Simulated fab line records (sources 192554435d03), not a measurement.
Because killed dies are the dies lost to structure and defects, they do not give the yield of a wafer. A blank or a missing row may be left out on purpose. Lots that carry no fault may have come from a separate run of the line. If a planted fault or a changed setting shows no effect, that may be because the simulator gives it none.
Chamber matching / flow n5Finfet / N5_BEOL_M3_ETCH_64 on rieDiel-01 has 4 sister chambers
The step etches SOC in N2/H2, target depth 75 nm, overetch 15 nm, time 112.5 s. 24 wafers are shown with their chamber, then 12 later ones without.

== WAFERS, EACH WITH ITS CHAMBER ==
wafer=L074.4; chamber=3; drypumpMotorCurrentA (A)=5.3; showerheadPlenumPTorr (Torr)=2.58; throttleValvePct (%)=17.9
wafer=L074.5; chamber=2; drypumpMotorCurrentA (A)=5.1; showerheadPlenumPTorr (Torr)=2.58; throttleValvePct (%)=17.9
wafer=L074.6; chamber=1; drypumpMotorCurrentA (A)=5.8; showerheadPlenumPTorr (Torr)=2.65; throttleValvePct (%)=17.9
wafer=L077.1; chamber=2; drypumpMotorCurrentA (A)=5.1; showerheadPlenumPTorr (Torr)=2.58; throttleValvePct (%)=17.9
wafer=L077.2; chamber=3; drypumpMotorCurrentA (A)=5.3; showerheadPlenumPTorr (Torr)=2.58; throttleValvePct (%)=17.9
wafer=L077.3; chamber=1; drypumpMotorCurrentA (A)=5.8; showerheadPlenumPTorr (Torr)=2.65; throttleValvePct (%)=17.9
wafer=L081.1; chamber=1; drypumpMotorCurrentA (A)=5.8; showerheadPlenumPTorr (Torr)=2.65; throttleValvePct (%)=17.9
wafer=L081.4; chamber=2; drypumpMotorCurrentA (A)=5.1; showerheadPlenumPTorr (Torr)=2.57; throttleValvePct (%)=17.9
wafer=L081.5; chamber=0; drypumpMotorCurrentA (A)=6.3; showerheadPlenumPTorr (Torr)=2.46; throttleValvePct (%)=17.1
wafer=L080.1; chamber=3; drypumpMotorCurrentA (A)=5.3; showerheadPlenumPTorr (Torr)=2.58; throttleValvePct (%)=17.9
wafer=L080.4; chamber=2; drypumpMotorCurrentA (A)=5.1; showerheadPlenumPTorr (Torr)=2.57; throttleValvePct (%)=17.9
wafer=L080.5; chamber=2; drypumpMotorCurrentA (A)=5.1; showerheadPlenumPTorr (Torr)=2.57; throttleValvePct (%)=17.9
wafer=L083.2; chamber=1; drypumpMotorCurrentA (A)=5.8; showerheadPlenumPTorr (Torr)=2.64; throttleValvePct (%)=17.9
wafer=L083.5; chamber=2; drypumpMotorCurrentA (A)=5.1; showerheadPlenumPTorr (Torr)=2.57; throttleValvePct (%)=17.9
wafer=L083.6; chamber=1; drypumpMotorCurrentA (A)=5.8; showerheadPlenumPTorr (Torr)=2.64; throttleValvePct (%)=17.9
wafer=L084.1; chamber=3; drypumpMotorCurrentA (A)=5.3; showerheadPlenumPTorr (Torr)=2.57; throttleValvePct (%)=18.0
wafer=L084.3; chamber=1; drypumpMotorCurrentA (A)=5.7; showerheadPlenumPTorr (Torr)=2.64; throttleValvePct (%)=17.9
wafer=L084.6; chamber=1; drypumpMotorCurrentA (A)=5.7; showerheadPlenumPTorr (Torr)=2.64; throttleValvePct (%)=17.9
wafer=L086.1; chamber=3; drypumpMotorCurrentA (A)=5.3; showerheadPlenumPTorr (Torr)=2.57; throttleValvePct (%)=18.0
wafer=L086.2; chamber=2; drypumpMotorCurrentA (A)=5.1; showerheadPlenumPTorr (Torr)=2.57; throttleValvePct (%)=18.0
wafer=L086.3; chamber=0; drypumpMotorCurrentA (A)=6.4; showerheadPlenumPTorr (Torr)=2.45; throttleValvePct (%)=17.1
wafer=L090.2; chamber=3; drypumpMotorCurrentA (A)=5.3; showerheadPlenumPTorr (Torr)=2.57; throttleValvePct (%)=18.0
wafer=L090.3; chamber=1; drypumpMotorCurrentA (A)=5.8; showerheadPlenumPTorr (Torr)=2.64; throttleValvePct (%)=18.0
wafer=L090.6; chamber=2; drypumpMotorCurrentA (A)=5.1; showerheadPlenumPTorr (Torr)=2.57; throttleValvePct (%)=18.0

SIGNATURES, as means of the wafers listed above
reading=drypumpMotorCurrentA; chamber 0=6.350; chamber 1=5.775; chamber 2=5.100; chamber 3=5.300; scatter within a chamber=0.0316
reading=showerheadPlenumPTorr; chamber 0=2.4550; chamber 1=2.6437; chamber 2=2.5725; chamber 3=2.5750; scatter within a chamber=0.00518
reading=throttleValvePct; chamber 0=17.100; chamber 1=17.912; chamber 2=17.925; chamber 3=17.950; scatter within a chamber=0.044
Rule: a wafer's distance from a chamber is the root of the sum, over the readings, of the square of ((its reading less the chamber's mean) divided by the reading's scatter). If the next closest chamber is less than 2 further off than the closest, the wafer can't be placed; otherwise it belongs to the closest. How the scatter is found: for the shown wafers, subtract from each reading the mean of its chamber, square and add these, divide the total by (wafers less chambers), then take the root.

== WAFERS MISSING THEIR CHAMBER ==
wafer=L089.1; drypumpMotorCurrentA (A)=5.1; showerheadPlenumPTorr (Torr)=2.56; throttleValvePct (%)=18.0
wafer=L089.3; drypumpMotorCurrentA (A)=5.3; showerheadPlenumPTorr (Torr)=2.57; throttleValvePct (%)=18.0
wafer=L089.6; drypumpMotorCurrentA (A)=6.4; showerheadPlenumPTorr (Torr)=2.45; throttleValvePct (%)=17.2
wafer=L091.4; drypumpMotorCurrentA (A)=5.1; showerheadPlenumPTorr (Torr)=2.56; throttleValvePct (%)=18.0
wafer=L091.5; drypumpMotorCurrentA (A)=6.4; showerheadPlenumPTorr (Torr)=2.45; throttleValvePct (%)=17.2
wafer=L091.6; drypumpMotorCurrentA (A)=5.3; showerheadPlenumPTorr (Torr)=2.57; throttleValvePct (%)=18.0
wafer=L096.2; drypumpMotorCurrentA (A)=5.1; showerheadPlenumPTorr (Torr)=2.56; throttleValvePct (%)=18.0
wafer=L096.5; drypumpMotorCurrentA (A)=5.3; showerheadPlenumPTorr (Torr)=2.56; throttleValvePct (%)=18.0
wafer=L096.6; drypumpMotorCurrentA (A)=5.1; showerheadPlenumPTorr (Torr)=2.56; throttleValvePct (%)=18.0
wafer=L097.2; drypumpMotorCurrentA (A)=5.8; showerheadPlenumPTorr (Torr)=2.63; throttleValvePct (%)=18.0
wafer=L097.4; drypumpMotorCurrentA (A)=6.3; showerheadPlenumPTorr (Torr)=2.44; throttleValvePct (%)=17.2
wafer=L097.6; drypumpMotorCurrentA (A)=5.1; showerheadPlenumPTorr (Torr)=2.56; throttleValvePct (%)=18.0

== CHAMBER TAKEN BY EACH ==
wafer=L089.1; from the rows above=2; in truth=2
wafer=L089.3; from the rows above=3; in truth=3
wafer=L089.6; from the rows above=0; in truth=0
wafer=L091.4; from the rows above=2; in truth=2
wafer=L091.5; from the rows above=0; in truth=0
wafer=L091.6; from the rows above=3; in truth=3
wafer=L096.2; from the rows above=2; in truth=2
wafer=L096.5; from the rows above=3; in truth=3
wafer=L096.6; from the rows above=2; in truth=2
wafer=L097.2; from the rows above=1; in truth=1
wafer=L097.4; from the rows above=0; in truth=0
wafer=L097.6; from the rows above=2; in truth=2
Placed correctly: 12 of 12. Can't be placed from these rows: 0. Number placed wrongly: 0.
